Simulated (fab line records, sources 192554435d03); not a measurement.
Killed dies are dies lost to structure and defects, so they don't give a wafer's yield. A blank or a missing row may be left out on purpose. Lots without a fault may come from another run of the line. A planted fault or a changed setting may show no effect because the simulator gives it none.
fab line records | flow n5_finfet
record lots=9 wafers=27 last_day=18
route steps=1938 shown MOL_CONTACT_COAG@613 BEOL_M0_SAQP@632 BEOL_M4@1111 PASSIVATION@1936
lots that met no fault: from a run of the same line without faults
start_h: hours from the record's first day to the start of the lot's first wafer shown | wait_h: hours since the lot's step before | " the same as in the row above | L1.1+2: a row that stands for several wafers | - no value, or no start given | * or withheld: withheld | < > ~ a bound
route shown NAME@n: a module of which the file shows steps, and the number in the route of the first | usual: mean/standard deviation of fault-free wafers | same: alike in all rows | chamber/n: place in a boat | sites: the reading at each site | _std_site: their standard deviation | _edge_site: outer sites' mean less inner sites' | radius_mm: how far each site lies from the wafer's centre | mask NAME#n: copy n | behind: the tool/chamber that last shaped the wafer | hold: why the lot was held/for how many hours/how that ended | device: the transistor (n, p or np) that didn't switch | end of line: the same wafers' tests at the end of the route | a step without rows: its recipe alone | killed: dies lost to structure and defects at the first sort, not the wafer's yield | map: a wafer's dies, x killed, . not, _ none there
set.NAME: the setting as run; set.NAME@STEP: as run at that earlier step | model.NAME: the simulator's own value behind a step, which no gauge read
steps of the route over a sample of lots; a table a step, a row a wafer
services: from which hour (start_h, from the record's first day; less than 0 if before it) a tool's chamber was out of use, for how many hours, and why
## steps
# step N5_MOL_CONTACT_COAG_ETCHBACK_136
# recipe chemistry=CHF3 target=SiO2 target_depth_a=250 time_s=16.7 ion_energy_ev=200 pressure_mtorr=30 source_w=610 bias_w=170 Ar_flow_sccm=200 CHF3_flow_sccm=50
# usual drypump_motor_current_A=5.6/0.43 oes_product_au=0.79/0.082 rf_vpp_V=522/4 showerhead_plenum_p_Torr=2.39/0.082 throttle_valve_pct=18.74/0.28
# columns lot.wafer tool chamber start_h wait_h drypump_motor_current_A oes_product_au rf_hours_counter_h rf_vpp_V showerhead_plenum_p_Torr throttle_valve_pct
L644.2 rie_diel-01 1 103.23 0.0 5.6 0.71 198 523 2.37 18.84
L644.4 " 3 " " 5.3 0.83 72 525 2.32 18.32
L644.6 " 2 " " 5.3 0.80 - 521 2.30 18.41
L645.1 rie_diel-01 1 112.80 0.0 5.6 0.71 201 523 2.37 18.84
L645.2 " 0 " " 6.2 0.70 202 518 2.37 19.11
L645.4 " 2 " " 5.3 0.79 93 519 2.30 18.41
L652.1 rie_diel-06 3 153.24 0.0 5.7 0.69 228 527 2.45 19.14
L652.2 " 2 " " 5.8 0.71 205 517 2.36 18.91
L652.3 " 1 " " 6.2 0.88 33 517 2.53 18.82
L655.2 rie_diel-06 1 178.24 0.0 6.2 0.87 41 518 2.53 18.81
L655.3 " 2 " " 5.8 0.71 213 518 2.36 18.92
L655.6 " 3 " " 5.7 0.69 - 526 2.45 19.17
L656.1 rie_diel-01 1 180.79 0.0 5.6 0.69 225 522 2.36 18.88
L656.3 " 3 " " 5.4 0.80 97 525 2.31 18.35
L656.6 " 2 " " 5.3 0.77 - 519 2.29 18.47
L657.1 rie_diel-01 2 189.62 0.0 5.2 0.77 120 518 2.29 18.48
L657.4 " 3 " " 5.3 0.80 101 527 2.31 18.35
L657.6 " 2 " " 5.3 0.77 - 517 2.29 18.47
L661.1 rie_diel-06 3 211.48 0.0 5.7 0.68 248 527 2.44 19.18
L661.2 " 1 " " 6.2 0.86 51 519 2.53 18.84
L661.4 " 2 " " 5.8 0.71 222 518 2.35 18.96
L665.1 rie_diel-06 0 239.59 0.0 4.8 0.83 83 524 2.50 18.88
L665.4 " 0 " " 4.8 0.83 - 525 2.50 18.88
L665.5 " 1 " " 6.2 0.85 - 517 2.52 18.86
L666.1 rie_diel-01 2 249.27 0.0 5.3 0.76 140 517 2.28 18.52
L666.3 " 1 " " 5.6 0.67 250 520 2.35 18.93
L666.5 " 1 " " 5.6 0.68 - 522 2.35 18.94
# step N5_MOL_CONTACT_COAG_STRIP_72
# recipe chemistry=N2/H2 power_w=450 temp_c=40 pressure_mtorr=20 rf_frequency_hz=6e+07 overash_fraction=3 bias_power_w=7 h2_frac=0.5 n2_flow_sccm=200 h2_flow_sccm=200
# usual drypump_motor_current_A=5.6/0.43 oes_product_au=0.79/0.082 rf_vpp_V=59.1/2.2 showerhead_plenum_p_Torr=2.55/0.09 throttle_valve_pct=23.66/0.24
# columns lot.wafer tool chamber start_h wait_h drypump_motor_current_A oes_product_au rf_hours_counter_h rf_vpp_V showerhead_plenum_p_Torr throttle_valve_pct
L644.2 rie_diel-01 1 103.39 0.0 5.6 0.72 198 57.1 2.51 23.71
L644.4 " 3 " " 5.3 0.83 72 61.4 2.47 23.34
L644.6 " 2 " " 5.3 0.79 - 57.9 2.46 23.65
L645.1 rie_diel-01 1 112.96 0.0 5.7 0.70 201 59.9 2.51 23.68
L645.2 " 0 " " 6.2 0.73 202 62.8 2.53 24.02
L645.4 " 2 " " 5.3 0.79 93 57.3 2.46 23.69
L652.1 rie_diel-06 3 153.39 0.0 5.7 0.70 228 56.8 2.61 23.93
L652.2 " 2 " " 5.8 0.72 205 59.7 2.52 23.69
L652.3 " 1 " " 6.2 0.88 33 61.4 2.70 23.85
L655.2 rie_diel-06 1 178.40 0.0 6.2 0.85 41 59.4 2.70 23.86
L655.3 " 2 " " 5.8 0.70 213 60.8 2.51 23.74
L655.6 " 3 " " 5.8 0.68 - 58.3 2.60 23.91
L656.1 rie_diel-01 1 180.94 0.0 5.6 0.70 225 57.0 2.50 23.72
L656.3 " 3 " " 5.4 0.79 97 57.9 2.46 23.41
L656.6 " 2 " " 5.3 0.78 - 60.4 2.45 23.70
L657.1 rie_diel-01 2 189.78 0.0 5.3 0.77 120 59.0 2.45 23.71
L657.4 " 3 " " 5.3 0.80 101 60.9 2.45 23.42
L657.6 " 2 " " 5.3 0.78 - 57.2 2.44 23.71
L661.1 rie_diel-06 3 211.64 0.0 5.7 0.68 248 60.7 2.60 23.94
L661.2 " 1 " " 6.2 0.85 51 61.2 2.69 23.89
L661.4 " 2 " " 5.8 0.70 222 58.1 2.51 23.76
L665.1 rie_diel-06 0 239.75 0.0 4.8 0.83 84 59.1 2.67 23.63
L665.4 " 0 " " 4.8 0.82 - 60.7 2.67 23.58
L665.5 " 1 " " 6.3 0.85 - 56.2 2.69 23.93
L666.1 rie_diel-01 2 249.42 0.0 5.3 0.76 140 61.9 2.44 23.73
L666.3 " 1 " " 5.6 0.68 250 53.9 2.49 23.81
L666.5 " 1 " " 5.6 0.69 - 59.4 2.49 23.79
# step N5_BEOL_M0_SAQP_PECVD_00
# recipe material=SiCN target_thk_a=80 temp_c=withheld precursor=3MS/NH3 pressure_torr=3 rf_w=202 time_s=14
# usual showerhead_plenum_p_Torr=3.660/0.014 throttle_valve_pct=8.8/0.53
# columns lot.wafer tool chamber start_h wait_h showerhead_plenum_p_Torr throttle_valve_pct
L644.2 pecvd-02 2 107.76 0.2 3.670 8.5
L644.4 " 1 " " 3.642 8.4
L644.6 " 0 " " 3.656 8.3
L645.1 pecvd-02 1 117.35 0.2 3.639 8.4
L645.2 " 2 " " 3.677 8.1
L645.4 " 1 " " 3.644 8.5
L652.1 pecvd-01 0 160.00 0.2 3.678 10.1
L652.2 " 1 " " 3.669 8.6
L652.3 " 2 " " 3.671 8.6
L655.2 pecvd-02 0 182.76 0.2 3.640 8.6
L655.3 " 1 " " 3.642 8.6
L655.6 " 2 " " 3.673 7.9
L656.1 pecvd-03 0 185.76 0.2 3.655 9.6
L656.3 " 2 " " 3.648 8.8
L656.6 " 1 " " 3.683 8.6
L657.1 pecvd-03 0 194.19 0.2 3.662 9.7
L657.4 " 0 " " 3.663 9.8
L657.6 " 0 " " 3.664 10.0
L661.1 pecvd-01 2 216.00 0.2 3.659 8.8
L661.2 " 1 " " 3.649 8.6
L661.4 " 2 " " 3.681 9.0
L665.1 pecvd-03 1 244.10 0.2 3.678 8.9
L665.4 " 0 " " 3.652 9.7
L665.5 " 2 " " 3.643 9.1
L666.1 pecvd-03 0 256.65 0.2 3.656 9.6
L666.3 " 2 " " 3.645 8.7
L666.5 " 1 " " 3.677 8.9
# step N5_BEOL_M0_SAQP_PECVD_96
# recipe material=a-Si target_thk_a=450 temp_c=350 precursor=SiH4/He pressure_torr=3 rf_w=100 time_s=45.2
# usual heater_power_w=690/65 run_length_s=81.4/0.48 showerhead_plenum_p_Torr=5.66/0.046 throttle_valve_pct=18.0/1
# columns lot.wafer tool chamber start_h wait_h heater_power_w run_length_s showerhead_plenum_p_Torr throttle_valve_pct
L644.2 pecvd-01 2 109.17 0.0 782 82.2 5.71 17.2
L644.4 " 2 " " 742 81.6 5.70 17.2
L644.6 " 0 " " 741 80.6 5.69 19.8
L645.1 pecvd-03 2 119.26 0.0 769 81.3 5.60 17.5
L645.2 " 0 " " 680 81.3 5.65 19.3
L645.4 " 0 " " 694 81.4 5.65 19.1
L652.1 pecvd-03 0 160.66 0.0 679 85.2 5.62 19.4
L652.2 " 1 " " 647 80.9 5.71 17.7
L652.3 " 2 " " 765 80.9 5.60 17.3
L655.2 pecvd-01 2 183.32 0.0 750 81.9 5.69 17.4
L655.3 " 1 " " 681 82.0 5.64 17.7
L655.6 " 2 " " 734 82.1 5.71 17.5
L656.1 pecvd-01 0 187.82 0.0 659 80.6 5.70 19.6
L656.3 " 1 " " 656 81.7 5.64 17.4
L656.6 " 0 " " 659 80.6 5.70 19.7
L657.1 pecvd-01 0 195.63 0.0 725 80.9 5.71 20.0
L657.4 " 1 " " 649 82.0 5.63 17.8
L657.6 " 2 " " 747 81.7 5.70 17.5
L661.1 pecvd-02 2 216.96 0.0 642 81.9 5.69 16.7
L661.2 " 1 " " 588 81.3 5.58 16.6
L661.4 " 0 " " 696 81.8 5.63 17.2
L665.1 pecvd-03 2 246.44 0.0 706 81.3 5.58 18.0
L665.4 " 0 " " 631 81.6 5.64 19.2
L665.5 " 1 " " 630 81.7 5.70 17.7
L666.1 pecvd-02 0 256.89 0.0 680 82.1 5.63 17.3
L666.3 " 1 " " 604 81.2 5.58 16.8
L666.5 " 1 " " 598 81.2 5.59 17.0
# step N5_BEOL_M4_RC_MEAS_101
# usual DIBL_N=35.7/1.3 DIBL_P=35.4/1.8 IOFF_N=0.152/0.027 IOFF_P=0.20/0.034 ION_N=672/9.8 ION_P=461/7.5 SS_N=71.4/0.55 SS_P=73.1/0.61 VT_N=251/3.3 VT_P=-251/3.6
# columns lot.wafer tool chamber start_h wait_h DIBL_N[mV/V] DIBL_P[mV/V] IOFF_N[nA/um] IOFF_P[nA/um] ION_N[uA/um] ION_P[uA/um] SS_N[mV/dec] SS_P[mV/dec] VT_N[mV] VT_P[mV]
L644.2 prober-01 0 167.97 0.2 34.0 32.5 0.114 0.16 661 457 70.3 72.7 255 -255
L644.4 " 0 " " 35.2 34.1 0.133 0.18 670 464 70.6 73.5 253 -251
L644.6 " 0 " " 34.4 34.2 0.126 0.18 659 452 71.3 73.0 255 -250
L645.1 prober-01 0 179.12 0.0 38.6 38.5 0.217 0.30 674 468 72.4 74.4 248 -244
L645.2 " 0 " " 34.7 32.9 0.139 0.21 671 463 71.0 72.9 251 -249
L645.4 " 0 " " 34.8 34.2 0.144 0.22 673 460 71.6 73.5 251 -248
L652.1 prober-02 0 219.25 0.4 36.5 34.9 0.147 0.19 671 458 72.1 73.5 251 -248
L652.2 " 0 " " 37.6 35.7 0.154 0.21 669 459 71.6 73.0 250 -251
L652.3 " 0 " " 37.4 36.3 0.156 0.21 675 458 72.1 73.0 253 -249
L655.2 prober-02 0 240.16 0.2 35.2 34.3 0.139 0.16 649 445 71.2 73.1 252 -256
L655.3 " 0 " " 34.1 33.3 0.125 0.15 659 449 70.1 73.0 251 -256
L655.6 " 0 " " 35.6 35.7 0.146 0.17 653 445 71.2 73.2 254 -256
L656.1 prober-02 0 241.33 0.2 34.1 33.8 0.115 0.16 656 450 71.3 72.5 254 -253
L656.3 " 0 " " 35.7 35.6 0.138 0.18 673 454 72.0 72.6 254 -255
L656.6 " 0 " " 36.3 36.0 0.146 0.19 661 452 71.7 73.2 253 -254
L657.1 prober-01 0 260.59 0.0 36.5 35.6 0.155 0.21 667 460 71.5 73.4 252 -252
L657.4 " 0 " " 36.3 37.1 0.163 0.23 668 465 71.2 72.8 250 -247
L657.6 " 0 " " 35.8 35.7 0.149 0.20 663 460 71.9 72.5 250 -248
L661.1 prober-02 0 280.66 0.0 39.0 38.9 0.201 0.28 685 474 71.8 74.3 246 -246
L661.2 " 0 " " 38.2 37.8 0.196 0.27 691 479 72.4 74.4 248 -244
L661.4 " 0 " " 37.7 37.7 0.175 0.26 677 472 71.4 74.6 248 -244
L665.1 prober-01 0 308.16 0.0 34.3 34.6 0.123 0.18 663 458 71.2 72.0 253 -252
L665.4 " 0 " " 36.4 36.6 0.150 0.20 673 464 71.5 73.5 250 -250
L665.5 " 0 " " 35.3 35.2 0.124 0.17 667 456 71.2 72.7 253 -251
L666.1 prober-02 0 318.48 0.0 34.8 33.5 0.121 0.19 674 459 70.5 73.0 254 -252
L666.3 " 0 " " 33.8 32.4 0.104 0.17 653 457 70.8 72.3 259 -253
L666.5 " 0 " " 35.4 34.7 0.132 0.20 668 467 71.3 73.0 252 -249
# step N5_PASSIVATION_PROBE_49
# usual defect_limited_yield=91.5/1.3 killed_at_M0_to_M3=33/11 killed_at_M4_up=14/5.3 killed_at_contacts=11/6.3 killed_at_front_end=38/10 killed_at_other=3.7/2.8 killed_dies=101/16 killed_on_rim=13/3.4 killed_open=67/12 killed_short=32/7.4 sort_bin_5_function=5.0/0.86 sort_bin_6_memory=3.2/0.69 sort_n_pass=1079/16 sort_yield_pct=91.5/1.3
# same gross_dies=1180 killed_at_back_side=0 sort_bin_4_leakage[%]=0 sort_bin_8_speed[%]=0
# columns lot.wafer tool chamber start_h wait_h defect_limited_yield[%] killed_at_M0_to_M3 killed_at_M4_up killed_at_contacts killed_at_front_end killed_at_other killed_dies killed_on_rim killed_open killed_short sort_bin_5_function[%] sort_bin_6_memory[%] sort_n_pass sort_yield_pct[%]
L644.2 prober-01 - 281.75 0.2 92.6 50 4 12 21 0 87 13 62 23 4.3 2.8 1093 92.6
L644.4 prober-01 - 281.85 0.3 92.5 39 6 7 37 0 89 15 57 29 4.2 2.9 1091 92.5
L644.6 prober-01 - 281.95 0.4 92.7 42 10 15 18 1 86 14 58 27 4.9 2.2 1094 92.7
L645.1 prober-02 - 299.56 0.0 92.4 25 15 10 39 1 90 14 53 33 3.7 3.3 1090 92.4
L645.2 prober-02 - 299.61 0.1 92.6 29 13 4 39 2 87 5 53 34 5.1 2.1 1093 92.6
L645.4 prober-02 - 299.71 0.2 92.4 20 11 6 53 0 90 12 59 29 4.8 2.7 1090 92.4
L656.1 prober-02 - 350.45 0.0 91.9 27 12 4 49 4 96 12 57 38 5.0 2.7 1084 91.9
L656.3 prober-02 - 350.55 0.1 93.8 31 11 1 24 6 73 8 44 28 4.0 2.2 1107 93.8
L656.6 prober-02 - 350.70 0.3 92.6 25 18 5 36 3 87 8 55 31 4.3 2.9 1093 92.6
L657.1 prober-01 - 364.95 0.0 91.4 34 30 6 27 4 101 11 75 23 4.8 3.6 1079 91.4
L657.4 prober-01 - 365.10 0.2 92.1 26 15 7 32 13 93 11 55 37 4.9 2.7 1087 92.1
L657.6 prober-01 - 365.20 0.3 91.9 21 8 14 38 15 96 12 64 32 4.2 3.6 1084 91.9
L661.1 prober-02 - 387.24 0.0 90.4 47 18 9 37 2 113 18 88 24 5.8 3.3 1067 90.4
L661.2 prober-02 - 387.29 0.1 91.7 34 21 3 38 2 98 9 62 35 4.7 3.1 1082 91.7
L661.4 prober-02 - 387.39 0.2 91.5 42 26 2 25 5 100 11 67 30 5.1 3.1 1080 91.5
L665.1 prober-01 - 408.42 0.0 89.7 37 17 7 57 3 121 13 97 24 5.5 4.6 1059 89.7
L665.4 prober-01 - 408.57 0.2 91.6 29 13 9 44 4 99 11 66 31 5.0 3.2 1081 91.6
L665.5 prober-01 - 408.62 0.2 92.3 15 13 13 45 5 91 9 53 36 3.9 3.1 1089 92.3
# killed by level:class
L644.2 BEOL_M3:geometric_particle:open=15 MOL_CONTACT_COAG:geometric_particle:open=11 BEOL_M0_SAQP:geometric_particle:open=8 BEOL_M0_SAQP:geometric_particle:short=7 STI_FIN_REVEAL:geometric_particle:open=6 BEOL_M0:geometric_particle:open=5 GATE_CUT:geometric_particle:open=4 BEOL_M1:geometric_particle:open=4
L644.4 STI_FIN_REVEAL:geometric_particle:open=11 BEOL_M1:geometric_particle:open=8 MOL_CONTACT_COAG:geometric_particle:open=6 BEOL_M1:geometric_particle:short=6 GATE_CUT:geometric_particle:short=5 BEOL_M0:geometric_particle:open=5 BEOL_M3:geometric_particle:open=5 BEOL_M2:geometric_particle:open=4
L644.6 BEOL_M0_SAQP:geometric_particle:open=15 MOL_CONTACT_COAG:geometric_particle:open=12 BEOL_M0_SAQP:geometric_particle:short=9 GATE_CUT:geometric_particle:short=5 BEOL_M3:geometric_particle:open=5 BEOL_M1:geometric_particle:open=4 BEOL_M2:geometric_particle:open=4 STI_FIN_REVEAL:geometric_particle:open=3
L645.1 FIN_SAQP:geometric_particle:short=10 BEOL_M0_SAQP:geometric_particle:short=9 BEOL_M0_SAQP:geometric_particle:open=9 MOL_CONTACT_COAG:geometric_particle:open=8 FIN_SAQP:geometric_particle:open=7 GATE_CUT:geometric_particle:short=5 BEOL_M4:geometric_particle:open=5 DUMMY_GATE:geometric_particle:open=3
L645.2 FIN_SAQP:geometric_particle:open=16 FIN_SAQP:geometric_particle:short=6 GATE_CUT:geometric_particle:short=6 BEOL_M2:geometric_particle:open=6 BEOL_M5:geometric_particle:short=6 BEOL_M0_SAQP:geometric_particle:open=5 BEOL_M0_SAQP:geometric_particle:short=5 GATE_CUT:geometric_particle:open=4
L645.4 FIN_SAQP:geometric_particle:open=21 FIN_SAQP:geometric_particle:short=11 BEOL_M0_SAQP:geometric_particle:open=11 BEOL_M4:geometric_particle:open=7 GATE_CUT:geometric_particle:short=6 BEOL_M0_SAQP:geometric_particle:short=5 GATE_CUT:geometric_particle:open=4 MOL_CONTACT_COAG:geometric_particle:open=4
L656.1 FIN_SAQP:geometric_particle:short=14 BEOL_M3:geometric_particle:open=11 STI_FIN_REVEAL:geometric_particle:open=8 GATE_CUT:geometric_particle:short=8 BEOL_M0_SAQP:geometric_particle:open=5 FIN_SAQP:geometric_particle:open=4 MOL_CONTACT_COAG:geometric_particle:open=4 BEOL_M4:geometric_particle:open=4
L656.3 BEOL_M1:geometric_particle:open=10 BEOL_M0_SAQP:geometric_particle:open=8 DUMMY_GATE:geometric_particle:open=7 BEOL_M4:geometric_particle:open=6 FIN_SAQP:geometric_particle:short=5 BEOL_M3:geometric_particle:open=5 PAD_METAL:geometric_particle:short=4 BEOL_M1:geometric_particle:short=3
L656.6 BEOL_M4:geometric_particle:open=11 FIN_SAQP:geometric_particle:short=8 BEOL_M2:geometric_particle:open=8 GATE_CUT:geometric_particle:short=7 FIN_SAQP:geometric_particle:open=5 DUMMY_GATE:geometric_particle:open=5 MOL_CONTACT_COAG:geometric_particle:open=5 BEOL_M0_SAQP:geometric_particle:open=5
L657.1 BEOL_M4:geometric_particle:open=20 BEOL_M3:geometric_particle:open=9 MOL_CONTACT_COAG:geometric_particle:open=6 BEOL_M0:geometric_particle:open=6 STI_FIN_REVEAL:geometric_particle:open=4 FIN_SAQP:geometric_particle:open=3 FIN_SAQP:geometric_particle:short=3 DUMMY_GATE:geometric_particle:open=3
L657.4 BEOL_M1:geometric_particle:open=7 BEOL_M3:geometric_particle:open=7 MIM_BOT:geometric_particle:short=7 DUMMY_GATE:geometric_particle:open=6 GATE_CUT:geometric_particle:open=5 FIN_SAQP:geometric_particle:short=4 MOL_CONTACT_COAG:geometric_particle:open=4 BEOL_M4:geometric_particle:open=4
L657.6 MOL_CONTACT_COAG:geometric_particle:open=8 BEOL_M2:geometric_particle:open=8 MIM_BOT:geometric_particle:open=7 MOL_CONTACT_COAG:geometric_particle:short=6 STI_FIN_REVEAL:geometric_particle:open=5 GATE_CUT:geometric_particle:open=5 FIN_SAQP:geometric_particle:open=4 DUMMY_GATE:geometric_particle:open=4
L661.1 BEOL_M2:geometric_particle:open=16 STI_FIN_REVEAL:geometric_particle:open=13 BEOL_M4:geometric_particle:open=9 BEOL_M3:geometric_particle:open=9 MOL_CONTACT_COAG:geometric_particle:open=8 DUMMY_GATE:geometric_particle:open=7 BEOL_M0_SAQP:geometric_particle:open=6 BEOL_M0:geometric_particle:open=6
L661.2 FIN_SAQP:geometric_particle:short=12 BEOL_M4:geometric_particle:open=9 STI_FIN_REVEAL:geometric_particle:open=8 BEOL_M1:geometric_particle:open=7 FIN_SAQP:geometric_particle:open=6 BEOL_M0_SAQP:geometric_particle:open=6 BEOL_M2:geometric_particle:open=6 BEOL_M0_SAQP:geometric_particle:short=5
L661.4 BEOL_M2:geometric_particle:open=11 BEOL_M5:geometric_particle:open=10 BEOL_M0_SAQP:geometric_particle:open=8 DUMMY_GATE:geometric_particle:open=7 BEOL_M1:geometric_particle:open=6 BEOL_M0_SAQP:geometric_particle:short=5 FIN_SAQP:geometric_particle:short=4 BEOL_M4:geometric_particle:open=4
L665.1 FIN_SAQP:geometric_particle:open=31 BEOL_M1:geometric_particle:open=11 BEOL_M4:geometric_particle:open=10 FIN_SAQP:geometric_particle:short=9 BEOL_M3:geometric_particle:open=7 STI_FIN_REVEAL:geometric_particle:open=7 MOL_CONTACT_COAG:geometric_particle:open=7 BEOL_M2:geometric_particle:open=7
L665.4 FIN_SAQP:geometric_particle:open=12 BEOL_M0_SAQP:geometric_particle:open=8 STI_FIN_REVEAL:geometric_particle:open=7 BEOL_M0_SAQP:geometric_particle:short=6 MOL_CONTACT_COAG:geometric_particle:open=5 BEOL_M2:geometric_particle:open=5 DUMMY_GATE:geometric_particle:open=4 STARTING-WAFER:geometric_particle:open=4
L665.5 DUMMY_GATE:geometric_particle:open=10 MOL_CONTACT_COAG:geometric_particle:open=7 BEOL_M2:geometric_particle:open=7 BEOL_M4:geometric_particle:short=6 MOL_CONTACT_COAG:geometric_particle:short=6 FIN_SAQP:geometric_particle:open=5 GATE_CUT:geometric_particle:short=5 STI_FIN_REVEAL:geometric_particle:open=4
## services
# columns tool chamber start_h hours kind
pecvd-02 2 90.41 5.5 scheduled_down
pecvd-02 0 95.88 5.5 scheduled_down
pecvd-03 0 143.65 5.5 scheduled_down
pecvd-01 1 148.27 5.6 repair
rie_diel-06 0 149.96 9.6 repair
pecvd-03 - 152.71 6.0 pm
pecvd-02 1 165.64 2.1 scheduled_down
rie_diel-06 - 186.01 2.8 pm
rie_diel-06 2 193.07 5.0 repair
pecvd-03 1 193.72 6.0 repair
rie_diel-06 3 217.63 - clean
rie_diel-06 3 217.63 - consumable_replace:focus_ring
rie_diel-06 3 217.63 24.0 scheduled_down
rie_diel-06 3 217.63 24.0 vent_cycle
pecvd-01 - 224.56 28.1 pm
rie_diel-01 0 246.77 - clean
rie_diel-01 0 246.77 - consumable_replace:focus_ring
rie_diel-01 0 246.77 17.1 scheduled_down
rie_diel-01 0 246.77 17.1 vent_cycle
rie_diel-06 0 248.46 12.2 repair
rie_diel-06 2 253.30 11.7 repair
## key
first_sign step=N5_BEOL_M0_SAQP_PECVD_96 reading=run_length_s direction=up sigmas=7.9 usual=* struck=*
effect none on later readings
met_at N5_BEOL_M0_SAQP_PECVD_96
struck_lots L652
struck_wafers L652.1
not_acting_at N5_MOL_CONTACT_COAG_ETCHBACK_136,N5_MOL_CONTACT_COAG_STRIP_72,N5_BEOL_M0_SAQP_PECVD_00
onset_between 119.26 160.66
fault kind=process_parameter_drift tool=pecvd-03 chamber=- onset_h=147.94 steps=N5_BEOL_M0_SAQP_PECVD_96 channel=time_s offset=* shape=step end_h=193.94 scope=struck_wafers_only acts_in=* stated=*
